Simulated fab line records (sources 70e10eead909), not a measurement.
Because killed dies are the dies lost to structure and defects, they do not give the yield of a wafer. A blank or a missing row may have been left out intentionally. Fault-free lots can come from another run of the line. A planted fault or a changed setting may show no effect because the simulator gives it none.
What tool caused it? | flow nand_harc | 42 wafers from 14 lots sampled at 4 of the route's 1302 steps

WHAT THE GAUGES READ, wafer by wafer
The record holds no reading of a measuring or inspecting step that can be judged against a usual standard deviation.

WHICH TOOL RAN EACH LOT (tool, then ch and the chambers of the sampled wafers, then the start)
lot  | NHARC_A_BLC_CMP_25            | NHARC_A_M0_PRE_CLEAN_29                 | NHARC_A_M0_PVD_20            | NHARC_A_M0_ANNEAL_30
L405 | cmp-04 ch 1,2, day 22 15:37   | pvd_sputter-02, day 22 18:11 or earlier | pvd_sputter-02, day 22 18:11 | rtp_anneal-02 ch 0, day 22 18:51
L407 | cmp-02 ch 1,2, day 23 23:07   | pvd_sputter-02, day 24 01:40 or earlier | pvd_sputter-02, day 24 01:40 | rtp_anneal-02 ch 0, day 24 02:25
L409 | cmp-04 ch 1,3, day 24 03:29   | pvd_sputter-02, day 24 06:02 or earlier | pvd_sputter-02, day 24 06:02 | rtp_anneal-01 ch 0, day 24 06:39
L412 | cmp-02 ch 0,2,3, day 25 15:32 | pvd_sputter-03, day 25 18:14 or earlier | pvd_sputter-03, day 25 18:14 | rtp_anneal-01 ch 0, day 25 18:51
L413 | cmp-02 ch 1,2,3, day 26 09:20 | pvd_sputter-01, day 26 11:51 or earlier | pvd_sputter-01, day 26 11:51 | rtp_anneal-02 ch 0, day 26 12:29
L417 | cmp-03 ch 1,2, day 27 07:31   | pvd_sputter-02, day 27 10:02 or earlier | pvd_sputter-02, day 27 10:02 | rtp_anneal-01 ch 0, day 27 10:39
L420 | cmp-03 ch 0,1,2, day 28 09:25 | pvd_sputter-01, day 28 11:58 or earlier | pvd_sputter-01, day 28 11:58 | rtp_anneal-01 ch 0, day 28 12:37
L419 | cmp-03 ch 1,2,3, day 28 11:13 | pvd_sputter-01, day 28 13:48 or earlier | pvd_sputter-01, day 28 13:48 | rtp_anneal-01 ch 0, day 28 14:28
L422 | cmp-03 ch 0,1,3, day 29 01:41 | pvd_sputter-03, day 29 04:23 or earlier | pvd_sputter-03, day 29 04:23 | rtp_anneal-01 ch 0, day 29 05:04
L426 | cmp-02 ch 0,1,3, day 30 12:08 | pvd_sputter-02, day 30 14:43 or earlier | pvd_sputter-02, day 30 14:43 | rtp_anneal-02 ch 0, day 30 15:21
L424 | cmp-04 ch 1,2,3, day 30 15:25 | pvd_sputter-02, day 30 17:58 or earlier | pvd_sputter-02, day 30 17:58 | rtp_anneal-01 ch 0, day 30 18:34
L425 | cmp-04 ch 0,1,3, day 31 04:55 | pvd_sputter-02, day 31 07:17 or earlier | pvd_sputter-02, day 31 07:17 | rtp_anneal-01 ch 0, day 31 07:56
L427 | cmp-02 ch 0,1,2, day 32 16:25 | pvd_sputter-03, day 32 19:01 or earlier | pvd_sputter-03, day 32 19:01 | rtp_anneal-02 ch 0, day 32 19:41
L428 | cmp-03 ch 0,2, day 32 18:58   | pvd_sputter-01, day 32 22:05 or earlier | pvd_sputter-01, day 32 22:05 | rtp_anneal-01 ch 0, day 32 22:46
- NHARC_A_BLC_CMP_25: polishes, t overpolish 30 s, target thk 150 nm.
- NHARC_A_M0_PRE_CLEAN_29: time 30 s.
- NHARC_A_M0_PVD_20: deposits TaN, target thk 5 nm, time 8.06 s.
- NHARC_A_M0_ANNEAL_30: time 90 s.

WHAT THE TOOLS THEMSELVES READ (means of the sampled wafers that have a number; where no wafer has one, the mark that the record gives instead)
NHARC_A_BLC_CMP_25. Usual: edge_zone_pressure_frac 1.000, standard deviation 0.0048; motor_current_A 11.2 A, standard deviation 1; overpolish_run_s 29.998 s, standard deviation 0.0093; time_to_endpoint_s 29.9 s, standard deviation 2.5.
lot  | tool   | edge_zone_pressure_frac | motor_current_A (A) | overpolish_run_s (s) | time_to_endpoint_s (s) | flag
L405 | cmp-04 | 1.002                   | 11.1                | 29.992               | 30.3                   |
L407 | cmp-02 | 1.004                   | 10.5                | 30.001               | 31.9                   |
L409 | cmp-04 | 0.994                   | 10.6                | 29.991               | 32.1                   |
L412 | cmp-02 | 0.999                   | 11.1                | 30.003               | 27.8                   |
L413 | cmp-02 | 1.001                   | 10.6                | 29.985               | 31.1                   |
L417 | cmp-03 | 1.000                   | 11.4                | 29.998               | 33.2                   |
L420 | cmp-03 | 1.002                   | 11.3                | 29.991               | 30.2                   |
L419 | cmp-03 | 0.998                   | 11.7                | 29.992               | 25.0                   |
L422 | cmp-03 | 0.999                   | 11.9                | 29.991               | 27.1                   |
L426 | cmp-02 | 0.999                   | 10.6                | 29.997               | 29.6                   |
L424 | cmp-04 | 1.002                   | 11.0                | 29.999               | 28.2                   |
L425 | cmp-04 | 0.999                   | 11.2                | 29.994               | 27.4                   |
L427 | cmp-02 | 1.001                   | 11.5                | 29.999               | 30.1                   |
L428 | cmp-03 | 1.004                   | 11.3                | 30.003               | 31.0                   |

NHARC_A_M0_PRE_CLEAN_29. Usual: 389 W for heater_power_w, sd 33.
lot  | tool           | heater_power_w (W) | flag
L405 | pvd_sputter-02 | 348                |
L407 | pvd_sputter-02 | 377                |
L409 | pvd_sputter-02 | 392                |
L412 | pvd_sputter-03 | 393                |
L413 | pvd_sputter-01 | 382                |
L417 | pvd_sputter-02 | 392                |
L420 | pvd_sputter-01 | 417                |
L419 | pvd_sputter-01 | 391                |
L422 | pvd_sputter-03 | 384                |
L426 | pvd_sputter-02 | 396                |
L424 | pvd_sputter-02 | 365                |
L425 | pvd_sputter-02 | 379                |
L427 | pvd_sputter-03 | 363                |
L428 | pvd_sputter-01 | 426                |

NHARC_A_M0_PVD_20. Usual: bias_v 168.7 V, standard deviation 1.6; cathode_dc_power_W 15000 W, standard deviation 2.6; throttle_valve_pct 29.8 %, standard deviation 0.91.
lot  | tool           | bias_v (V) | cathode_dc_power_W (W) | throttle_valve_pct (%) | flag
L405 | pvd_sputter-02 | 168.7      | 14999                  | 29.3                   |
L407 | pvd_sputter-02 | 165.6      | 15002                  | 29.9                   |
L409 | pvd_sputter-02 | 168.2      | 15002                  | 29.3                   |
L412 | pvd_sputter-03 | 168.0      | 14997                  | 29.7                   |
L413 | pvd_sputter-01 | 170.2      | 14998                  | 30.6                   |
L417 | pvd_sputter-02 | 168.8      | 15000                  | 30.5                   |
L420 | pvd_sputter-01 | -          | -                      | -                      | OFF
L419 | pvd_sputter-01 | -          | -                      | -                      | OFF
L422 | pvd_sputter-03 | 170.0      | 14998                  | 29.7                   |
L426 | pvd_sputter-02 | 169.9      | 15002                  | 30.3                   |
L424 | pvd_sputter-02 | 168.5      | 15000                  | 29.5                   |
L425 | pvd_sputter-02 | 169.1      | 14999                  | 29.9                   |
L427 | pvd_sputter-03 | 166.3      | 15000                  | 28.2                   |
L428 | pvd_sputter-01 | 168.8      | 15001                  | 30.6                   |

NHARC_A_M0_ANNEAL_30. Usual: 225.77 for wafer_temp_C_max, sd 0.19.
lot  | tool          | wafer_temp_C_max | flag
L405 | rtp_anneal-02 | 225.90           |
L407 | rtp_anneal-02 | 225.73           |
L409 | rtp_anneal-01 | 225.59           |
L412 | rtp_anneal-01 | 225.95           |
L413 | rtp_anneal-02 | 225.88           |
L417 | rtp_anneal-01 | 225.51           |
L420 | rtp_anneal-01 | 225.88           |
L419 | rtp_anneal-01 | 225.67           |
L422 | rtp_anneal-01 | 225.58           |
L426 | rtp_anneal-02 | 225.74           |
L424 | rtp_anneal-01 | 225.91           |
L425 | rtp_anneal-01 | 225.72           |
L427 | rtp_anneal-02 | 225.69           |
L428 | rtp_anneal-01 | 225.60           |

THE ANSWER, worked out from the rows above alone
Rule: a lot is off if the mean of its wafers that have a number lies more than 3 standard deviations from the usual mean. A lot without any number at a reading at which 4 lots or more have one is off too. Where the step has rows for the other lots, those lots are counted as sound. The gauges are gone through in route order, then the tools' own readings, and for those a lot's mean is taken as printed above. At the first step where some lot is off, the reading lying furthest off is the one used; lots without a number count as furthest.
Off: L420, L419 (NHARC_A_M0_PVD_20, bias_v). Without a number there: L420, L419.
If a tool, at that step or one of the process steps before it, ran each lot that is off and ran no sound lot following the first of them, it fits. Because NHARC_A_M0_PRE_CLEAN_29 lacks a start for some lots, the hours and order of its lots are taken from NHARC_A_M0_PVD_20. Not one of the candidates tried fits.

WHAT THE SIMULATOR HAD INSERTED
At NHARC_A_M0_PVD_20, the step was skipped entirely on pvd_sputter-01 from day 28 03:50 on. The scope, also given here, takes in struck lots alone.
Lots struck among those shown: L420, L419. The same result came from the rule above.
